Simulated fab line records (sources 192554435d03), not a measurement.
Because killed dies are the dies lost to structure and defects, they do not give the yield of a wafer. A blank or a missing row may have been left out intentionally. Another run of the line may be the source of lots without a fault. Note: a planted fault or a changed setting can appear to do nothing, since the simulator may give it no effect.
fab line records    flow n5Finfet
record lots=10  wafers=30  lastDay=17
route steps=1938 shown BEOL_M2@915 BEOL_M3@935 BEOL_M4@1111 PASSIVATION@1936
lots that met no fault: from a run of the same line without faults
startH: hours from the record's opening day to when the first of the lot's shown wafers began    waitH: time in hours since the lot's previous step    " repeats the value in the row above    L1.1+2: several wafers, shown together as one row    - either no value or no given start    * or withheld: withheld    < > ~ a bound
route shown NAME@n: a module of which the file shows steps, and the number in the route of the first    usual: average and standard deviation across the fault-free wafers    same: alike in all rows    chamber/n: place in a boat    sites: per-site readings    _std_site: standard deviation across them    _edge_site: mean of outer sites minus mean of inner sites    radiusMm: for every site, how far away it sits from the centre of the wafer    mask NAME#n: copy n    behind: tool/chamber where the wafer was last shaped    hold: why the lot went on hold/how many hours it stayed there/how the hold came to an end    device: the n, p or np transistor that did not switch    end of line: tests run on the same wafers once the route is complete    step lacking rows: just its recipe    killed: dies lost to structure and defects at the first sort, not the wafer's yield    map: a wafer's dies, x killed, . not, _ none there
set.NAME: the setting the step ran with; set.NAME@STEP: the setting that earlier step ran with    model.NAME: the simulator's own value behind a step, which no gauge read
the route's steps for a sample of lots (tables are steps, rows are wafers)
services: the hour from which a tool's chamber was out of use, counted from the record's first day as startH (under 0 if before that day), plus the number of hours and why
## steps
# step N5_BEOL_M2_ANNEAL_91
# recipe tempC=400  timeS=240  ambient=vacuum
# usual heaterPowerW=867/58
lot.wafer  tool           chamber  startH  waitH  heaterPowerW
L979.1     pvdSputter-03  -        135.61  0.0    808
L979.2     "              -        "       "      863
L979.4     "              -        "       "      995
L980.1     pvdSputter-03  -        145.13  0.0    842
L980.3     "              -        "       "      852
L980.4     "              -        "       "      999
L981.2     pvdSputter-01  -        155.60  0.0    807
L981.3     "              -        "       "      828
L981.5     "              -        "       "      809
L985.3     pvdSputter-01  -        183.19  0.0    789
L985.4     "              -        "       "      852
L985.5     "              -        "       "      822
L990.2     pvdSputter-01  -        205.34  0.0    827
L990.3     "              -        "       "      814
L990.4     "              -        "       "      887
L991.1     pvdSputter-02  -        232.35  0.0    872
L991.3     "              -        "       "      945
L991.4     "              -        "       "      894
L996.2     pvdSputter-03  -        240.53  0.0    853
L996.3     "              -        "       "      810
L996.5     "              -        "       "      870
L998.3     pvdSputter-01  -        249.36  0.0    858
L998.4     "              -        "       "      810
L998.5     "              -        "       "      809
L101.1     pvdSputter-02  -        282.81  0.0    906
L101.3     "              -        "       "      867
L101.5     "              -        "       "      864
L102.3     pvdSputter-01  -        289.00  0.0    865
L102.4     "              -        "       "      796
L102.6     "              -        "       "      815
# step N5_BEOL_M2_THK_MEAS_53
# recipe thkMeasGauge=xrf  reads=Cu_of_BEOL_M2_ECD_50
# usual M2_THK=40.5/1.5
lot.wafer  tool          chamber  startH  waitH  M2_THK[nm]
L979.1     filmMetro-02  -        136.98  -      42.4
L979.2     "             -        "       "      39.7
L979.4     "             -        "       "      43.9
L980.1     filmMetro-02  -        146.76  -      40.7
L980.3     "             -        "       "      39.1
L980.4     "             -        "       "      39.7
L981.2     filmMetro-01  -        156.98  -      38.4
L981.3     "             -        "       "      36.6
L981.5     "             -        "       "      38.8
L985.3     filmMetro-02  -        184.57  -      39.2
L985.4     "             -        "       "      41.7
L985.5     "             -        "       "      38.8
L990.2     filmMetro-02  -        206.85  -      41.6
L990.3     "             -        "       "      40.3
L990.4     "             -        "       "      42.1
L991.1     filmMetro-01  -        234.64  -      41.1
L991.3     "             -        "       "      41.3
L991.4     "             -        "       "      40.8
L996.2     filmMetro-01  -        241.90  -      41.8
L996.3     "             -        "       "      41.7
L996.5     "             -        "       "      39.3
L998.3     filmMetro-01  -        250.73  -      41.7
L998.4     "             -        "       "      40.3
L998.5     "             -        "       "      41.7
L101.1     filmMetro-02  -        284.18  -      39.5
L101.3     "             -        "       "      38.3
L101.5     "             -        "       "      37.5
L102.3     filmMetro-01  -        290.37  -      43.6
L102.4     "             -        "       "      41.4
L102.6     "             -        "       "      44.1
# step N5_BEOL_M2_DEP_57
# recipe material=SiCN  targetThkA=80  tempC=withheld  precursor=3MS/NH3  pressureTorr=3  rfW=202  timeS=14
# usual chamberPressureTorr=2.999/0.0073  showerheadPlenumPTorr=3.668/0.012  throttleValvePct=9.3/0.65
lot.wafer  tool      chamber  startH  waitH  chamberPressureTorr  showerheadPlenumPTorr  throttleValvePct
L979.1     pecvd-04  0        137.17  0.0    3.010                3.678                  9.7
L979.2     "         1        "       "      2.996                3.678                  9.6
L979.4     "         1        "       "      2.989                3.673                  9.8
L980.1     pecvd-01  0        146.97  0.0    3.004                3.662                  8.7
L980.3     "         2        "       "      2.994                3.669                  8.5
L980.4     "         0        "       "      2.991                3.655                  9.1
L981.2     pecvd-03  2        157.18  0.0    2.998                3.677                  8.9
L981.3     "         0        "       "      2.996                3.649                  9.0
L981.5     "         0        "       "      2.998                3.654                  9.3
L985.3     pecvd-04  2        184.76  0.0    3.015                3.673                  9.0
L985.4     "         1        "       "      2.988                3.682                  9.7
L985.5     "         0        "       "      3.007                3.672                  9.8
L990.2     pecvd-01  0        207.10  0.0    3.002                3.655                  9.2
L990.3     "         1        "       "      2.999                3.649                  10.3
L990.4     "         1        "       "      2.997                3.662                  10.3
L991.1     pecvd-04  2        234.83  0.0    2.989                3.662                  8.3
L991.3     "         1        "       "      2.996                3.683                  9.8
L991.4     "         0        "       "      2.986                3.660                  10.0
L996.2     pecvd-03  1        242.09  0.0    2.990                3.696                  8.5
L996.3     "         2        "       "      2.995                3.671                  9.0
L996.5     "         1        "       "      2.999                3.701                  8.6
L998.3     pecvd-01  1        250.98  0.0    2.998                3.667                  10.4
L998.4     "         1        "       "      3.011                3.671                  10.4
L998.5     "         2        "       "      2.998                3.666                  8.4
L101.1     pecvd-01  1        284.37  0.0    3.012                3.650                  10.6
L101.3     "         2        "       "      3.010                3.658                  8.8
L101.5     "         0        "       "      2.994                3.652                  8.9
L102.3     pecvd-04  0        290.56  0.0    2.984                3.671                  9.9
L102.4     "         0        "       "      2.996                3.673                  10.1
L102.6     "         1        "       "      3.000                3.676                  9.5
# step N5_BEOL_M3_COAT_61
# recipe resist=SOC  tempC=250  timeS=60  spinRpm=1500  resistThkNm=60
# usual heaterPowerTotalW=500.4/1.8  runLengthS=66.46/0.1
lot.wafer  tool           chamber  startH  waitH  heaterPowerTotalW  runLengthS
L979.1     lithoTrack-05  0        139.09  0.1    500.5              66.52
L979.2     "              0        "       "      498.5              66.39
L979.4     "              0        "       "      501.6              66.34
L980.1     lithoTrack-02  0        147.85  0.1    500.6              66.60
L980.3     "              0        "       "      497.8              66.44
L980.4     "              0        "       "      502.2              66.55
L981.2     lithoTrack-04  0        161.68  0.1    501.9              66.41
L981.3     "              0        "       "      497.8              66.41
L981.5     "              0        "       "      501.3              66.34
L985.3     lithoTrack-05  0        185.88  0.1    525.3              61.12
L985.4     "              0        "       "      503.2              66.57
L985.5     "              0        "       "      527.8              61.12
L990.2     lithoTrack-05  0        209.59  0.1    498.8              66.49
L990.3     "              0        "       "      523.9              61.11
L990.4     "              0        "       "      501.4              66.44
L991.1     lithoTrack-04  0        237.61  0.1    500.8              66.36
L991.3     "              0        "       "      502.5              66.50
L991.4     "              0        "       "      497.4              66.36
L996.2     lithoTrack-04  0        244.01  0.1    499.1              66.40
L996.3     "              0        "       "      500.7              66.61
L996.5     "              0        "       "      499.6              66.34
L998.3     lithoTrack-02  0        252.11  0.1    503.0              66.56
L998.4     "              0        "       "      501.6              66.37
L998.5     "              0        "       "      501.0              66.39
L101.1     lithoTrack-05  0        286.02  0.1    502.9              66.45
L101.3     "              0        "       "      500.2              66.42
L101.5     "              0        "       "      498.8              66.61
L102.3     lithoTrack-04  0        291.58  0.1    501.3              66.39
L102.4     "              0        "       "      497.4              66.48
L102.6     "              0        "       "      498.7              66.66
# step N5_BEOL_M4_RC_MEAS_101
# usual DIBL_N=35.9/1.9  DIBL_P=35.8/2.4  IOFF_N=0.15/0.031  IOFF_P=0.21/0.037  ION_N=672/13  ION_P=462/8.3  SS_N=71.5/0.72  SS_P=73.2/0.67  VT_N=250/3.4  VT_P=-250/3.4
lot.wafer  tool       chamber  startH  waitH  DIBL_N[mV/V]  DIBL_P[mV/V]  IOFF_N[nA/um]  IOFF_P[nA/um]  ION_N[uA/um]  ION_P[uA/um]  SS_N[mV/dec]  SS_P[mV/dec]  VT_N[mV]  VT_P[mV]
L979.1     prober-02  0        166.95  0.0    37.0          37.6          0.15           0.22           676           466           71.2          73.8          250       -250
L979.2     "          0        "       "      36.5          35.3          0.13           0.18           657           450           71.2          73.2          253       -253
L979.4     "          0        "       "      36.5          36.1          0.13           0.19           660           457           71.4          72.7          252       -251
L980.1     prober-01  0        176.60  0.0    36.6          36.7          0.16           0.23           671           469           71.6          73.5          250       -248
L980.3     "          0        "       "      34.4          35.1          0.12           0.21           640           456           70.6          73.6          257       -249
L980.4     "          0        "       "      35.2          36.2          0.14           0.23           667           472           70.9          73.5          253       -249
L981.2     prober-02  0        184.98  0.2    32.8          33.2          0.11           0.14           650           452           70.8          72.9          255       -258
L981.3     "          0        "       "      33.6          34.1          0.11           0.14           640           435           70.8          73.1          259       -259
L981.5     "          0        "       "      32.4          32.9          0.10           0.13           651           444           70.5          72.6          258       -258
L985.3     prober-02  0        204.25  0.6    35.1          36.0          0.15           0.20           675           460           71.0          73.3          249       -250
L985.4     "          0        "       "      37.4          37.4          0.18           0.23           683           466           71.9          74.1          248       -251
L985.5     "          0        "       "      38.2          37.8          0.18           0.24           668           467           73.1          73.8          248       -249
L990.2     prober-02  0        244.59  0.2    37.5          36.0          0.17           0.22           689           475           71.7          72.8          248       -247
L990.3     "          0        "       "      36.8          35.3          0.16           0.21           670           464           71.8          72.9          248       -246
L990.4     "          0        "       "      39.8          39.6          0.23           0.31           699           482           72.4          73.8          243       -241
L991.1     prober-01  0        253.06  0.0    38.2          38.1          0.20           0.28           686           473           71.8          74.0          245       -246
L991.3     "          0        "       "      34.0          32.7          0.13           0.19           665           461           70.9          72.1          251       -249
L991.4     "          0        "       "      36.5          35.6          0.17           0.24           675           469           70.3          73.5          250       -246
L996.2     prober-02  0        261.13  0.2    39.6          39.5          0.21           0.29           684           476           71.4          74.8          243       -247
L996.3     "          0        "       "      38.2          36.9          0.18           0.24           682           469           72.2          73.5          247       -251
L996.5     "          0        "       "      36.8          36.1          0.16           0.22           674           464           71.6          73.5          248       -249
L998.3     prober-01  0        276.05  0.3    36.3          34.0          0.16           0.20           682           465           71.4          73.8          250       -250
L998.4     "          0        "       "      33.1          30.0          0.10           0.14           656           453           71.2          72.4          254       -253
L998.5     "          0        "       "      34.3          32.4          0.12           0.17           669           461           70.8          72.6          252       -255
L101.1     prober-01  0        310.02  0.0    38.1          39.6          0.19           0.26           677           462           72.5          74.5          246       -246
L101.3     "          0        "       "      37.9          38.2          0.18           0.23           696           474           72.1          74.2          249       -248
L101.5     "          0        "       "      35.8          37.0          0.15           0.20           674           464           71.2          74.0          251       -251
L102.3     prober-02  0        313.89  0.3    34.6          33.6          0.13           0.20           674           473           70.6          72.7          250       -251
L102.4     "          0        "       "      36.8          35.7          0.17           0.23           690           475           71.4          73.0          249       -247
L102.6     "          0        "       "      36.9          35.7          0.16           0.23           682           473           71.3          72.5          253       -247
# step N5_PASSIVATION_PROBE_49
# usual defectLimitedYield=91.6/1.2  killed_at_M0_to_M3=33/9.4  killed_at_M4_up=13/5.2  killedAtContacts=13/5.6  killedAtFrontEnd=37/9.5  killedAtOther=4/3.1  killedDies=99/15  killedOpen=65/11  killedShort=32/7.5  sort_bin_5_function=4.9/0.77  sort_bin_6_memory=3.1/0.65  sort_bin_8_speed=0.01/0.056  sortNPass=1081/15  sortYieldPct=91.6/1.2
# same grossDies=1180  killedAtBackSide=0  sort_bin_4_leakage[%]=0
lot.wafer  tool       chamber  startH  waitH  defectLimitedYield[%]  killed_at_M0_to_M3  killed_at_M4_up  killedAtContacts  killedAtFrontEnd  killedAtOther  killedDies  killedOpen  killedShort  sort_bin_5_function[%]  sort_bin_6_memory[%]  sort_bin_8_speed[%]  sortNPass  sortYieldPct[%]
L991.1     prober-01  -        368.20  0.0    91.5                   23                  8                16                47                6              100         68          32           4.7                     3.3                   0                    1080       91.5
L991.3     prober-01  -        368.30  0.1    92.4                   28                  4                10                44                4              90          60          30           4.6                     2.8                   0                    1090       92.4
L991.4     prober-01  -        368.35  0.2    93.0                   26                  12               5                 36                4              83          53          29           4.7                     2.2                   0                    1097       93.0
# killed by level:class
L991.1 MOL_CONTACT_COAG:geometricParticle:open=13 STI_FIN_REVEAL:geometricParticle:open=12 BEOL_M1:geometricParticle:open=9 BEOL_M0_SAQP:geometricParticle:short=7 FIN_SAQP:geometricParticle:short=6 FIN_SAQP:geometricParticle:open=6 DUMMY_GATE:geometricParticle:open=6 BEOL_M4:geometricParticle:open=6
L991.3 FIN_SAQP:geometricParticle:short=10 BEOL_M0_SAQP:geometricParticle:open=10 STI_FIN_REVEAL:geometricParticle:open=9 MOL_CONTACT_COAG:geometricParticle:open=8 DUMMY_GATE:geometricParticle:open=6 FIN_SAQP:geometricParticle:open=5 BEOL_M0_SAQP:geometricParticle:short=5 BEOL_M2:geometricParticle:open=5
L991.4 STI_FIN_REVEAL:geometricParticle:open=17 BEOL_M0_SAQP:geometricParticle:short=8 BEOL_M1:geometricParticle:open=6 FIN_SAQP:geometricParticle:short=5 MOL_CONTACT_COAG:geometricParticle:open=5 BEOL_M0_SAQP:geometricParticle:open=4 BEOL_M4:geometricParticle:open=4 STI_FIN_REVEAL:geometricParticle:short=3
## services
tool           chamber  startH  hours  kind
pvdSputter-03  -        113.99  0.9    repair
pecvd-01       -        118.04  1.3    repair
pvdSputter-01  -        129.15  1.9    repair
pecvd-01       1        132.42  29.7   repair
pecvd-04       0        154.02  4.6    repair
lithoTrack-04  -        167.65  -      consumableReplace:filter
pecvd-04       0        192.99  2.1    scheduledDown
pecvd-04       2        202.38  -      clean
pecvd-04       2        202.38  -      consumableReplace:showerhead
pecvd-04       2        202.38  29.0   scheduledDown
pecvd-04       2        202.38  29.0   ventCycle
pecvd-01       1        216.04  4.4    repair
pvdSputter-02  -        238.19  1.5    repair
pecvd-01       2        259.72  5.5    scheduledDown
pecvd-03       0        262.20  2.1    scheduledDown
pecvd-04       -        275.15  6.0    pm
pvdSputter-02  -        285.64  5.0    repair
pecvd-01       1        290.76  2.1    scheduledDown
## key
firstSign step=N5_BEOL_M3_COAT_61  reading=runLengthS  direction=down  sigmas=53  usual=*  struck=*
effect step=N5_BEOL_M3_COAT_61  reading=heaterPowerTotalW  direction=up  sigmas=14  usual=*  struck=*
metAt N5_BEOL_M3_COAT_61
struckLots L985,L990
struckWafers L985.3,L985.5,L990.3
notActingAt N5_BEOL_M2_ANNEAL_91,N5_BEOL_M2_THK_MEAS_53,N5_BEOL_M2_DEP_57
onsetBetween 139.09 185.88
fault kind=processParameterDrift  tool=lithoTrack-05  chamber=-  onsetH=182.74  steps=N5_BEOL_M3_COAT_61  channel=timeS  offset=*  shape=step  endH=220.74  scope=struckWafersOnly  actsIn=*  stated=*
